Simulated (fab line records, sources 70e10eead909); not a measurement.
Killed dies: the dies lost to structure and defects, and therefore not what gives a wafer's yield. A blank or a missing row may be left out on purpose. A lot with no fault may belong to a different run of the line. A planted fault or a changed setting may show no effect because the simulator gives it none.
Chamber matching ; flow nandHarc ; NHARC_A_STAIRCASE_CMP_152 on cmp-01 has 4 sister chambers
The step polishes. 4 wafers are shown with their chamber, then 8 later ones without.

WAFERS PAIRED WITH THEIR CHAMBERS
wafer;chamber;motorCurrentA (A)
L549.4;0;11.9
L552.4;3;13.0
L552.6;2;13.0
L558.1;1;13.8

WAFERS WHOSE CHAMBER IS MISSING
wafer;motorCurrentA (A)
L558.4;13.4
L558.6;11.9
L563.1;12.9
L563.2;12.5
L563.5;11.6
L567.1;11.7
L567.5;13.0
L567.6;12.7

EACH ONE'S CHAMBER
wafer;from the rows above;in truth
L558.4;can't be placed: 1 or 2 or 3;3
L558.6;0;0
L563.1;can't be placed: 2 or 3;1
L563.2;can't be placed: 2 or 3 or 0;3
L563.5;0;0
L567.1;0;0
L567.5;can't be placed: 2 or 3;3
L567.6;can't be placed: 2 or 3 or 0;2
Correctly placed: 3 of 8. From these rows, 5 cannot be placed; in 4 the true chamber is one of the candidates. Placed wrongly: 0.
How it was worked out, from the rows above alone: a wafer's distance from a chamber is the root of the sum, over the readings, of the square of ((its reading less the chamber's mean) divided by the reading's scatter). The wafer belongs to the nearest chamber; if the next one is less than 2 further off, it can't be placed. Each chamber's mean is taken over the wafers shown for it. The scatter: with one shown wafer a chamber, the root of the mean of the squares of how far each hidden wafer lies from its nearest shown one.
